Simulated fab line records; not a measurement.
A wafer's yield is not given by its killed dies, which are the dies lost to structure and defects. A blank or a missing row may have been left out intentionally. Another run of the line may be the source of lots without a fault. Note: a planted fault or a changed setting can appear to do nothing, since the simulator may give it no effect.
Chamber matching + flow n5 finfet + rie diel-05 running N5_HKMG_FIN_ETCH_31: 4 sister chambers
The step etches SiARC in CF4, target depth 45.5 nm, time 75.8 s. 14 wafers are shown with their chamber, then 7 later ones without.

EACH WAFER AND ITS CHAMBER
| wafer  | chamber | drypump motor current A (A) | throttle valve pct (%) | showerhead plenum p Torr (Torr) |
|--------|---------|-----------------------------|------------------------|---------------------------------|
| L074.1 | 1       | 5.2                         | 15.38                  | 2.12                            |
| L074.5 | 3       | 5.3                         | 15.35                  | 2.14                            |
| L074.6 | 2       | 5.8                         | 15.08                  | 2.16                            |
| L079.4 | 1       | 5.2                         | 15.40                  | 2.12                            |
| L079.5 | 0       | 6.4                         | 16.07                  | 2.04                            |
| L079.6 | 1       | 5.2                         | 15.42                  | 2.12                            |
| L082.4 | 2       | 5.8                         | 15.13                  | 2.16                            |
| L082.5 | 3       | 5.3                         | 15.36                  | 2.14                            |
| L082.6 | 0       | 6.4                         | 16.10                  | 2.04                            |
| L084.2 | 2       | 5.9                         | 15.14                  | 2.16                            |
| L084.3 | 1       | 5.2                         | 15.45                  | 2.11                            |
| L084.6 | 0       | 6.4                         | 16.10                  | 2.04                            |
| L088.3 | 1       | 5.2                         | 15.45                  | 2.11                            |
| L088.4 | 2       | 5.8                         | 15.15                  | 2.15                            |

SIGNATURES (averages over the wafers above)
| reading                  | chamber 0 | chamber 1 | chamber 2 | chamber 3 | scatter within a chamber |
|--------------------------|-----------|-----------|-----------|-----------|--------------------------|
| drypump motor current A  | 6.400     | 5.200     | 5.825     | 5.300     | 0.0274                   |
| throttle valve pct       | 16.0900   | 15.4200   | 15.1250   | 15.3550   | 0.0271                   |
| showerhead plenum p Torr | 2.0400    | 2.1160    | 2.1575    | 2.1400    | 0.00442                  |
Rule: a wafer lies at a distance from a chamber equal to the root of the sum of squares, over the readings, of (its reading less the chamber's mean, divided by the reading's scatter). If the next closest chamber is less than 2 further off than the closest, the wafer can't be placed; otherwise it belongs to the closest. The scatter is the square root of a quotient: the sum, over the shown wafers, of each reading's squared deviation from its chamber's mean, divided by wafers minus chambers.

WAFERS WITHOUT THEIR CHAMBER
| wafer  | drypump motor current A (A) | throttle valve pct (%) | showerhead plenum p Torr (Torr) |
|--------|-----------------------------|------------------------|---------------------------------|
| L088.5 | 6.4                         | 16.14                  | 2.03                            |
| L094.1 | 5.1                         | 15.46                  | 2.11                            |
| L094.4 | 5.8                         | 15.19                  | 2.15                            |
| L094.6 | 5.2                         | 15.47                  | 2.11                            |
| L096.3 | 5.8                         | 15.19                  | 2.15                            |
| L096.4 | 5.8                         | 15.19                  | 2.15                            |
| L096.5 | 5.1                         | 15.48                  | 2.11                            |

THE CHAMBER EACH PASSED THROUGH
| wafer  | from the rows above | in truth |
|--------|---------------------|----------|
| L088.5 | 0                   | 0        |
| L094.1 | 1                   | 1        |
| L094.4 | 2                   | 2        |
| L094.6 | 1                   | 1        |
| L096.3 | 2                   | 2        |
| L096.4 | 2                   | 2        |
| L096.5 | 1                   | 1        |
Correctly placed: 7 of 7. From these rows, 0 cannot be placed. Wrongly placed: 0.
